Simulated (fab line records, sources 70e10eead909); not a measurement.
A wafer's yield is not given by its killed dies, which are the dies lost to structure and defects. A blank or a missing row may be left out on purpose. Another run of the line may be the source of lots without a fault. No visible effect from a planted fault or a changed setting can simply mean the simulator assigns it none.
Matching of chambers :: flow nand-harc :: rie-diel-10 running NHARC_P_BONDPAD_DESCUM_11: 4 sister chambers
The step chemistry O2, time 3 s. 14 wafers are shown with their chamber, then 7 later ones without.

## WAFERS WITH THEIR CHAMBER
wafer: L081.3
chamber: 1
rf-vpp-V (V): 58.4
oes-product-au (a.u.): 0.998
throttle-valve-pct (%): 11.309

wafer: L081.4
chamber: 2
rf-vpp-V (V): 57.9
oes-product-au (a.u.): 0.993
throttle-valve-pct (%): 11.321

wafer: L081.5
chamber: 1
rf-vpp-V (V): 58.5
oes-product-au (a.u.): 1.002
throttle-valve-pct (%): 11.319

wafer: L084.3
chamber: 0
rf-vpp-V (V): 58.9
oes-product-au (a.u.): 1.007
throttle-valve-pct (%): 11.313

wafer: L084.4
chamber: 1
rf-vpp-V (V): 57.0
oes-product-au (a.u.): 1.002
throttle-valve-pct (%): 11.313

wafer: L084.6
chamber: 1
rf-vpp-V (V): 57.6
oes-product-au (a.u.): 1.013
throttle-valve-pct (%): 11.315

wafer: L086.1
chamber: 2
rf-vpp-V (V): 57.6
oes-product-au (a.u.): 0.988
throttle-valve-pct (%): 11.305

wafer: L086.4
chamber: 1
rf-vpp-V (V): 57.9
oes-product-au (a.u.): 1.003
throttle-valve-pct (%): 11.317

wafer: L086.5
chamber: 2
rf-vpp-V (V): 58.9
oes-product-au (a.u.): 0.990
throttle-valve-pct (%): 11.317

wafer: L091.1
chamber: 3
rf-vpp-V (V): 56.2
oes-product-au (a.u.): 0.992
throttle-valve-pct (%): 11.325

wafer: L091.3
chamber: 1
rf-vpp-V (V): 56.9
oes-product-au (a.u.): 0.993
throttle-valve-pct (%): 11.322

wafer: L091.4
chamber: 0
rf-vpp-V (V): 60.8
oes-product-au (a.u.): 1.009
throttle-valve-pct (%): 11.302

wafer: L092.1
chamber: 2
rf-vpp-V (V): 57.7
oes-product-au (a.u.): 0.998
throttle-valve-pct (%): 11.329

wafer: L092.4
chamber: 0
rf-vpp-V (V): 58.4
oes-product-au (a.u.): 0.999
throttle-valve-pct (%): 11.333

SIGNATURES, as means of the wafers listed above
reading: rf-vpp-V
chamber 0: 59.367
chamber 1: 57.717
chamber 2: 58.025
chamber 3: 56.200
scatter within a chamber: 0.811

reading: oes-product-au
chamber 0: 1.00500
chamber 1: 1.00183
chamber 2: 0.99225
chamber 3: 0.99200
scatter within a chamber: 0.00576

reading: throttle-valve-pct
chamber 0: 11.31600
chamber 1: 11.31583
chamber 2: 11.31800
chamber 3: 11.32500
scatter within a chamber: 0.00948
Rule: a wafer's distance from a chamber is the root of the sum, over the readings, of the square of ((its reading less the chamber's mean) divided by the reading's scatter). The wafer belongs to the nearest chamber; if the next one is less than 2 further off, it can't be placed. How the scatter is found: for the shown wafers, subtract from each reading the mean of its chamber, square and add these, divide the total by (wafers less chambers), then take the root.

## WAFERS MISSING THEIR CHAMBER
wafer: L092.6
rf-vpp-V (V): 59.1
oes-product-au (a.u.): 1.004
throttle-valve-pct (%): 11.323

wafer: L094.3
rf-vpp-V (V): 57.5
oes-product-au (a.u.): 0.999
throttle-valve-pct (%): 11.307

wafer: L094.4
rf-vpp-V (V): 58.3
oes-product-au (a.u.): 0.992
throttle-valve-pct (%): 11.313

wafer: L094.5
rf-vpp-V (V): 59.2
oes-product-au (a.u.): 1.010
throttle-valve-pct (%): 11.331

wafer: L097.1
rf-vpp-V (V): 58.2
oes-product-au (a.u.): 1.013
throttle-valve-pct (%): 11.305

wafer: L097.4
rf-vpp-V (V): 57.2
oes-product-au (a.u.): 0.997
throttle-valve-pct (%): 11.310

wafer: L097.5
rf-vpp-V (V): 57.8
oes-product-au (a.u.): 0.988
throttle-valve-pct (%): 11.301

## WHICH CHAMBER EACH WENT THROUGH
wafer: L092.6
from the rows above: can't be placed: 0 or 1 or 2
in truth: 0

wafer: L094.3
from the rows above: can't be placed: 1 or 2 or 0 or 3
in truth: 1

wafer: L094.4
from the rows above: can't be placed: 2 or 1
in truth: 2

wafer: L094.5
from the rows above: can't be placed: 0 or 1 or 2
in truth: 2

wafer: L097.1
from the rows above: can't be placed: 0 or 1 or 2
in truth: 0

wafer: L097.4
from the rows above: can't be placed: 1 or 2 or 3 or 0
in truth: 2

wafer: L097.5
from the rows above: can't be placed: 2 or 1 or 3 or 0
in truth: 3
0 of 7 placed correctly. These rows do not allow placing 7 (true chamber among the candidates in 7). 0 placed wrongly.
